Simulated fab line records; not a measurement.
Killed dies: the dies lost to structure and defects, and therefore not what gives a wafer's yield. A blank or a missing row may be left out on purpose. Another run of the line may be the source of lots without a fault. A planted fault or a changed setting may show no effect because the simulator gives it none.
Problem report in the 8D (eight disciplines) form, filled by code	flow nandHarc	the parts of the form that need people (team, actions taken, sign-off) are left out

## 1. THE ISSUE
killedAtPeriphery at NHARC_END_SORT_01 reads a mean of 93.0 on 2 wafers of 2 lots; wafers without a fault read 3.7 with a standard deviation of 2.2. That is +41 standard deviations from the usual mean.
First observed at day 31 07:44: wafer L644.2, on prober-01. Wafers with a number at this step in the record: 3, from 2 lots. The rule behind "out" and "out of limits": a value lying over 4 standard deviations away from the usual mean. Any other wafer with a number is counted as sound.

## 2. WHAT IT IS, AND WHAT IT ISN'T
question	is	is not
which readings at this step	killedAtPeriphery, sort_bin_3_pct	killedAtArray, killedAtOther, killedOpen, killedShort, sortRimYieldPct
which lots	L644, L645	-
which wafers of those lots	L644.2, L645.6	L644.3
read on which gauges	prober-01, prober-02	-
when	from day 31 07:44	up to then (0 sound wafers); but 1 sound wafer of L644 came after

## 3. SUSPECTS, AND WHAT RULES EACH OUT
Counting: if a tool at a process step up to the reading ran every lot that is out, it stays a suspect. Sound lots after the first of them don't rule it out here, since some wafers of a struck lot are sound.
- the gauge at NHARC_END_SORT_01: ruled out. The wafers that are out were read on 2 gauges (prober-01, prober-02).
- pecvd-04 at NHARC_P_M0_DEP_32 (deposits SiCN, target thk 30 nm): kept. It ran every lot that is out, first L644 (day 13 02:02).
- rieDiel-10 at NHARC_P_M1_STRIP_18 (strips in N2/H2): kept. It ran every lot that is out, first L644 (day 13 03:51).
- pvdSputter-01 at NHARC_P_M1_PVD_20 (deposits TaN, target thk 5 nm, time 8.06 s): kept. It ran every lot that is out, first L644 (day 13 04:35).
- Within rieDiel-10 at NHARC_P_M1_STRIP_18: the wafers that are out ran in chambers 0, 3; their sound lot-mates ran in chamber 1.
Left after counting: pecvd-04 at NHARC_P_M0_DEP_32, rieDiel-10 at NHARC_P_M1_STRIP_18, pvdSputter-01 at NHARC_P_M1_PVD_20.

## 4. THE CAUSE (what the simulator had put in)
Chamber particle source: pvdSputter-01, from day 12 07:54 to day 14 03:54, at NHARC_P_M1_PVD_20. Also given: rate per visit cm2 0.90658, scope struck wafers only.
Of the 3 suspects that counting leaves, this tool is one.

## 5. THE EFFECT CHAIN, in route order
Rows list readings where the struck wafers' mean (over those with a number) sits beyond 3 standard deviations from the usual. Readings are gone through only where the record gives a usual standard deviation; hours: the median, over the lots, of the time from a lot's start at the first step in this table giving one to that lot's start at this step; sigmas: the change measured in usual standard deviations.
hours	step	reading	usual	on struck wafers	change	sigmas
0	NHARC_END_SORT_01	defectLimitedYield	92 %	78	-14	-4.7
0	NHARC_END_SORT_01	killedAtPeriphery	3.7	93.0	+89.3	+41
0	NHARC_END_SORT_01	killedDies	57	150	+92	+4.6
0	NHARC_END_SORT_01	sort_bin_2_pct	2.9 %	9.1	+6.2	+4.4
0	NHARC_END_SORT_01	sort_bin_3_pct	0.6 %	4.3	+3.7	+9.1
0	NHARC_END_SORT_01	sortNPass	620	528	-92	-4.6
0	NHARC_END_SORT_01	sortYieldPct	92 %	78	-14	-4.7

## 6. WHAT WOULD HAVE CAUGHT IT SOONER
In this record the first reading out of limits at a measuring or inspecting step was taken at day 31 07:44, 456 hours after the fault began at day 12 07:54.
Of the tool readings at NHARC_P_M1_PVD_20 for which the record gives a usual standard deviation, none was out on any struck wafer, so an alarm limit of 4 standard deviations on them would not have fired.
By day 31 07:44, every lot that is out (2) had started NHARC_P_M1_PVD_20 on pvdSputter-01. Tool hold at that time: it would have spared none of them.
